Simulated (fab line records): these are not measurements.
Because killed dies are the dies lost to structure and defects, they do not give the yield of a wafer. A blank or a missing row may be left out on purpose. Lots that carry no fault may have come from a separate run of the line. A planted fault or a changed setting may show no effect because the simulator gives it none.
Split-lot experiment || flow n5Finfet || 7 lots, 39 wafers read, on a route of 1938 steps

== SPLIT DETAILS ==
At N5_MOL_CONTACT_COAG_ETCH_67 (etches SOC in N2/H2, target depth 60 nm, overetch 21 nm, time 101.2 s), the setting targetDepthA was moved away from the recipe's 600 angstrom on 18 of the 39 wafers read, by -12.3% to +11.6%. For the rest of the wafers, this setting stayed at what the recipe calls for.

The split's own step is where the reading is taken.

== THE READING ==
SiARC_of_MOL_CONTACT_COAG_COAT_63.thkNm (the simulator's own value, which no gauge read), in nm, at N5_MOL_CONTACT_COAG_ETCH_67 (etches SOC in N2/H2, target depth 60 nm, overetch 21 nm, time 101.2 s). There is no usual value for it anywhere in the file. Here, 21 wafers ran the recipe; their average is 5.9 nm with a standard deviation of 0.11 nm.

{"wafer": "L076.1", "tool, chamber at the split": "rieDiel-03, 3,1", "targetDepthA as run, angstrom": 600, "against the recipe": "recipe", "SiARC_of_MOL_CONTACT_COAG_COAT_63.thkNm, nm": 5.8, "against lot-mates on the recipe": "-"}
{"wafer": "L076.5", "tool, chamber at the split": "rieDiel-03, 3,1", "targetDepthA as run, angstrom": 600, "against the recipe": "recipe", "SiARC_of_MOL_CONTACT_COAG_COAT_63.thkNm, nm": 5.8, "against lot-mates on the recipe": "-"}
{"wafer": "L076.2", "tool, chamber at the split": "rieDiel-03, 2,1", "targetDepthA as run, angstrom": 669.5, "against the recipe": "+11.6%", "SiARC_of_MOL_CONTACT_COAG_COAT_63.thkNm, nm": 5.4, "against lot-mates on the recipe": -0.5}
{"wafer": "L076.3", "tool, chamber at the split": "rieDiel-03, 2,1", "targetDepthA as run, angstrom": 669.5, "against the recipe": "+11.6%", "SiARC_of_MOL_CONTACT_COAG_COAT_63.thkNm, nm": 5.4, "against lot-mates on the recipe": -0.5}
{"wafer": "L076.4", "tool, chamber at the split": "rieDiel-03, 0", "targetDepthA as run, angstrom": 669.5, "against the recipe": "+11.6%", "SiARC_of_MOL_CONTACT_COAG_COAT_63.thkNm, nm": 5.6, "against lot-mates on the recipe": -0.3}
{"wafer": "L076.6", "tool, chamber at the split": "rieDiel-03, 0", "targetDepthA as run, angstrom": 600, "against the recipe": "recipe", "SiARC_of_MOL_CONTACT_COAG_COAT_63.thkNm, nm": 6, "against lot-mates on the recipe": "-"}
{"wafer": "L079.1", "tool, chamber at the split": "rieDiel-03, 1,3", "targetDepthA as run, angstrom": 636.6, "against the recipe": "+6.1%", "SiARC_of_MOL_CONTACT_COAG_COAT_63.thkNm, nm": 5.6, "against lot-mates on the recipe": -0.3}
{"wafer": "L079.6", "tool, chamber at the split": "rieDiel-03, 1,3", "targetDepthA as run, angstrom": 636.6, "against the recipe": "+6.1%", "SiARC_of_MOL_CONTACT_COAG_COAT_63.thkNm, nm": 5.6, "against lot-mates on the recipe": -0.3}
{"wafer": "L079.2", "tool, chamber at the split": "rieDiel-03, 2", "targetDepthA as run, angstrom": 600, "against the recipe": "recipe", "SiARC_of_MOL_CONTACT_COAG_COAT_63.thkNm, nm": 5.8, "against lot-mates on the recipe": "-"}
{"wafer": "L079.5", "tool, chamber at the split": "rieDiel-03, 2", "targetDepthA as run, angstrom": 600, "against the recipe": "recipe", "SiARC_of_MOL_CONTACT_COAG_COAT_63.thkNm, nm": 5.8, "against lot-mates on the recipe": "-"}
{"wafer": "L079.3", "tool, chamber at the split": "rieDiel-03, 0", "targetDepthA as run, angstrom": 636.6, "against the recipe": "+6.1%", "SiARC_of_MOL_CONTACT_COAG_COAT_63.thkNm, nm": 5.8, "against lot-mates on the recipe": -0.1}
{"wafer": "L079.4", "tool, chamber at the split": "rieDiel-03, 3", "targetDepthA as run, angstrom": 600, "against the recipe": "recipe", "SiARC_of_MOL_CONTACT_COAG_COAT_63.thkNm, nm": 6, "against lot-mates on the recipe": "-"}
{"wafer": "L083.1", "tool, chamber at the split": "rieDiel-06, 2,1,3", "targetDepthA as run, angstrom": 600, "against the recipe": "recipe", "SiARC_of_MOL_CONTACT_COAG_COAT_63.thkNm, nm": 6, "against lot-mates on the recipe": "-"}
{"wafer": "L083.3", "tool, chamber at the split": "rieDiel-06, 2,1,3", "targetDepthA as run, angstrom": 600, "against the recipe": "recipe", "SiARC_of_MOL_CONTACT_COAG_COAT_63.thkNm, nm": 6, "against lot-mates on the recipe": "-"}
{"wafer": "L083.4", "tool, chamber at the split": "rieDiel-06, 2,1,3", "targetDepthA as run, angstrom": 600, "against the recipe": "recipe", "SiARC_of_MOL_CONTACT_COAG_COAT_63.thkNm, nm": 6, "against lot-mates on the recipe": "-"}
{"wafer": "L083.2", "tool, chamber at the split": "rieDiel-06, 0", "targetDepthA as run, angstrom": 527.9, "against the recipe": "-12.0%", "SiARC_of_MOL_CONTACT_COAG_COAT_63.thkNm, nm": 6.2, "against lot-mates on the recipe": "+0.2"}
{"wafer": "L083.5", "tool, chamber at the split": "rieDiel-06, 0", "targetDepthA as run, angstrom": 527.9, "against the recipe": "-12.0%", "SiARC_of_MOL_CONTACT_COAG_COAT_63.thkNm, nm": 6.2, "against lot-mates on the recipe": "+0.2"}
{"wafer": "L083.6", "tool, chamber at the split": "rieDiel-06, 1", "targetDepthA as run, angstrom": 527.9, "against the recipe": "-12.0%", "SiARC_of_MOL_CONTACT_COAG_COAT_63.thkNm, nm": 6.4, "against lot-mates on the recipe": "+0.4"}
{"wafer": "L087.1", "tool, chamber at the split": "rieDiel-03, 2", "targetDepthA as run, angstrom": 600, "against the recipe": "recipe", "SiARC_of_MOL_CONTACT_COAG_COAT_63.thkNm, nm": 5.8, "against lot-mates on the recipe": "-"}
{"wafer": "L087.2", "tool, chamber at the split": "rieDiel-03, 3,1,3", "targetDepthA as run, angstrom": 530.6, "against the recipe": "-11.6%", "SiARC_of_MOL_CONTACT_COAG_COAT_63.thkNm, nm": 6.2, "against lot-mates on the recipe": "+0.3"}
{"wafer": "L087.4", "tool, chamber at the split": "rieDiel-03, 3,1,3", "targetDepthA as run, angstrom": 530.6, "against the recipe": "-11.6%", "SiARC_of_MOL_CONTACT_COAG_COAT_63.thkNm, nm": 6.2, "against lot-mates on the recipe": "+0.3"}
{"wafer": "L087.6", "tool, chamber at the split": "rieDiel-03, 3,1,3", "targetDepthA as run, angstrom": 530.6, "against the recipe": "-11.6%", "SiARC_of_MOL_CONTACT_COAG_COAT_63.thkNm, nm": 6.2, "against lot-mates on the recipe": "+0.3"}
{"wafer": "L087.3", "tool, chamber at the split": "rieDiel-03, 0", "targetDepthA as run, angstrom": 600, "against the recipe": "recipe", "SiARC_of_MOL_CONTACT_COAG_COAT_63.thkNm, nm": 6, "against lot-mates on the recipe": "-"}
{"wafer": "L087.5", "tool, chamber at the split": "rieDiel-03, 0", "targetDepthA as run, angstrom": 600, "against the recipe": "recipe", "SiARC_of_MOL_CONTACT_COAG_COAT_63.thkNm, nm": 6, "against lot-mates on the recipe": "-"}
{"wafer": "L089.1", "tool, chamber at the split": "rieDiel-06, 1,2", "targetDepthA as run, angstrom": 600, "against the recipe": "recipe", "SiARC_of_MOL_CONTACT_COAG_COAT_63.thkNm, nm": 5.8, "against lot-mates on the recipe": "-"}
{"wafer": "L089.2", "tool, chamber at the split": "rieDiel-06, 1,2", "targetDepthA as run, angstrom": 600, "against the recipe": "recipe", "SiARC_of_MOL_CONTACT_COAG_COAT_63.thkNm, nm": 5.8, "against lot-mates on the recipe": "-"}
{"wafer": "L089.3", "tool, chamber at the split": "rieDiel-06, 3", "targetDepthA as run, angstrom": 600, "against the recipe": "recipe", "SiARC_of_MOL_CONTACT_COAG_COAT_63.thkNm, nm": 5.6, "against lot-mates on the recipe": "-"}
{"wafer": "L089.4", "tool, chamber at the split": "rieDiel-06, 3,1,2", "targetDepthA as run, angstrom": 526.3, "against the recipe": "-12.3%", "SiARC_of_MOL_CONTACT_COAG_COAT_63.thkNm, nm": 6.2, "against lot-mates on the recipe": "+0.5"}
{"wafer": "L089.5", "tool, chamber at the split": "rieDiel-06, 3,1,2", "targetDepthA as run, angstrom": 526.3, "against the recipe": "-12.3%", "SiARC_of_MOL_CONTACT_COAG_COAT_63.thkNm, nm": 6.2, "against lot-mates on the recipe": "+0.5"}
{"wafer": "L089.6", "tool, chamber at the split": "rieDiel-06, 3,1,2", "targetDepthA as run, angstrom": 526.3, "against the recipe": "-12.3%", "SiARC_of_MOL_CONTACT_COAG_COAT_63.thkNm, nm": 6.2, "against lot-mates on the recipe": "+0.5"}
{"wafer": "L091.1", "tool, chamber at the split": "rieDiel-05, 3", "targetDepthA as run, angstrom": 600, "against the recipe": "recipe", "SiARC_of_MOL_CONTACT_COAG_COAT_63.thkNm, nm": 6, "against lot-mates on the recipe": "-"}
{"wafer": "L091.2", "tool, chamber at the split": "rieDiel-05, 2,3", "targetDepthA as run, angstrom": 666.9, "against the recipe": "+11.1%", "SiARC_of_MOL_CONTACT_COAG_COAT_63.thkNm, nm": 5.6, "against lot-mates on the recipe": -0.3}
{"wafer": "L091.5", "tool, chamber at the split": "rieDiel-05, 2,3", "targetDepthA as run, angstrom": 666.9, "against the recipe": "+11.1%", "SiARC_of_MOL_CONTACT_COAG_COAT_63.thkNm, nm": 5.6, "against lot-mates on the recipe": -0.3}
{"wafer": "L091.3", "tool, chamber at the split": "rieDiel-05, 0", "targetDepthA as run, angstrom": 666.9, "against the recipe": "+11.1%", "SiARC_of_MOL_CONTACT_COAG_COAT_63.thkNm, nm": 5.4, "against lot-mates on the recipe": -0.5}
{"wafer": "L091.4", "tool, chamber at the split": "rieDiel-05, 1,0", "targetDepthA as run, angstrom": 600, "against the recipe": "recipe", "SiARC_of_MOL_CONTACT_COAG_COAT_63.thkNm, nm": 5.8, "against lot-mates on the recipe": "-"}
{"wafer": "L091.6", "tool, chamber at the split": "rieDiel-05, 1,0", "targetDepthA as run, angstrom": 600, "against the recipe": "recipe", "SiARC_of_MOL_CONTACT_COAG_COAT_63.thkNm, nm": 5.8, "against lot-mates on the recipe": "-"}
{"wafer": "L093.1", "tool, chamber at the split": "rieDiel-05, 2,0,0", "targetDepthA as run, angstrom": 600, "against the recipe": "recipe", "SiARC_of_MOL_CONTACT_COAG_COAT_63.thkNm, nm": 5.8, "against lot-mates on the recipe": "-"}
{"wafer": "L093.3", "tool, chamber at the split": "rieDiel-05, 2,0,0", "targetDepthA as run, angstrom": 600, "against the recipe": "recipe", "SiARC_of_MOL_CONTACT_COAG_COAT_63.thkNm, nm": 5.8, "against lot-mates on the recipe": "-"}
{"wafer": "L093.5", "tool, chamber at the split": "rieDiel-05, 2,0,0", "targetDepthA as run, angstrom": 600, "against the recipe": "recipe", "SiARC_of_MOL_CONTACT_COAG_COAT_63.thkNm, nm": 5.8, "against lot-mates on the recipe": "-"}
If several chambers appear in one row, that row covers several wafers at once and the file leaves open which wafer was in which chamber.

FIT RESULTS
A straight line over all 39 wafers: SiARC_of_MOL_CONTACT_COAG_COAT_63.thkNm changes by -0.0309 nm for each +1% of targetDepthA; r = -0.92; the points scatter about the line by 0.1 nm.
The same after taking each lot's own level away (the mean of its wafers on the recipe; 39 wafers): -0.0299 nm for each +1%; r = -0.93; scatter 0.093 nm.
According to that fit, moving targetDepthA by its largest amount changes the reading by 0.37 nm.
The span of the lots' own levels, 5.73 to 6.00 nm, comes to 2.4 times the standard deviation stated above.
So the lot-to-lot level changes the slope little: the two slopes agree.
Check: +0.345 nm against its lot-mates is what the line predicts for one of the wafers moved furthest among these (-12.3%) when that wafer is left out of the fit. It came out at +0.467 nm against them.

== THE OTHER SPLITS THESE WAFERS WENT THROUGH ==
Before the reading, these wafers also passed through other splits. Each is held against what the fit with the lots' levels taken away leaves over:
{"other split on the same wafers": "N5_DUMMY_GATE_ETCH_31 targetDepthA", "wafers away from the commonest value": 15, "r with SiARC_of_MOL_CONTACT_COAG_COAT_63.thkNm (lot level and that fit taken away)": "+0.14"}
{"other split on the same wafers": "N5_DUMMY_GATE_ETCH_32 timeS", "wafers away from the commonest value": 15, "r with SiARC_of_MOL_CONTACT_COAG_COAT_63.thkNm (lot level and that fit taken away)": -0.07}
{"other split on the same wafers": "N5_DUMMY_GATE_ETCH_42 biasW", "wafers away from the commonest value": 12, "r with SiARC_of_MOL_CONTACT_COAG_COAT_63.thkNm (lot level and that fit taken away)": -0.25}

== THE FILE'S OWN FIT ==
SiARC_of_MOL_CONTACT_COAG_COAT_63.thkNm changes by -0.0298 nm for each +1% of targetDepthA, r = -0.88.
